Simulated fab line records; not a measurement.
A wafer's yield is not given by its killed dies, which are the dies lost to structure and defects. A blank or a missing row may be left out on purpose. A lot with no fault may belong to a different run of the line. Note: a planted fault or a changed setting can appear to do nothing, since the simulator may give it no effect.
Chamber matching    flow nand-harc    NHARC_HYBRID_BOND_ACTIVATE_00 on rie-diel-08: 4 sister chambers
The step chemistry N2, time 60 s. 4 wafers are shown with their chamber, then 9 later ones without.

## WAFERS, EACH WITH ITS CHAMBER
wafer   chamber  oes-product-au (a.u.)
L885.2  2        0.993
L894.1  1        1.005
L894.2  0        0.998
L894.6  3        0.999

## WAFERS WITH NO CHAMBER GIVEN
wafer   oes-product-au (a.u.)
L895.2  1.013
L895.4  1.009
L895.5  0.992
L898.1  0.998
L898.3  1.003
L898.6  0.986
L901.1  1.001
L901.2  1.005
L901.3  0.997

## WHICH CHAMBER EACH WENT THROUGH
wafer   from the rows above                in truth
L895.2  can't be placed: 1 or 3 or 0       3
L895.4  can't be placed: 1 or 3 or 0       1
L895.5  can't be placed: 2 or 0 or 3       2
L898.1  can't be placed: 0 or 3 or 2 or 1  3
L898.3  can't be placed: 1 or 3 or 0       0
L898.6  can't be placed: 2 or 0 or 3       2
L901.1  can't be placed: 3 or 0 or 1 or 2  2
L901.2  can't be placed: 1 or 3 or 0       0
L901.3  can't be placed: 0 or 3 or 2 or 1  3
Correct placement for 0 of the 9. Not placeable from these rows: 9 (in 9, the candidates include the true chamber). Number placed wrongly: 0.
How it was worked out, from the rows above alone: a wafer's distance from a chamber is the root of the sum, over the readings, of the square of ((its reading less the chamber's mean) divided by the reading's scatter). The wafer belongs to the nearest chamber; if the next one is less than 2 further off, it can't be placed. A chamber's mean is the mean of its shown wafers. The scatter: with one shown wafer a chamber, the root of the mean of the squares of how far each hidden wafer lies from its nearest shown one.
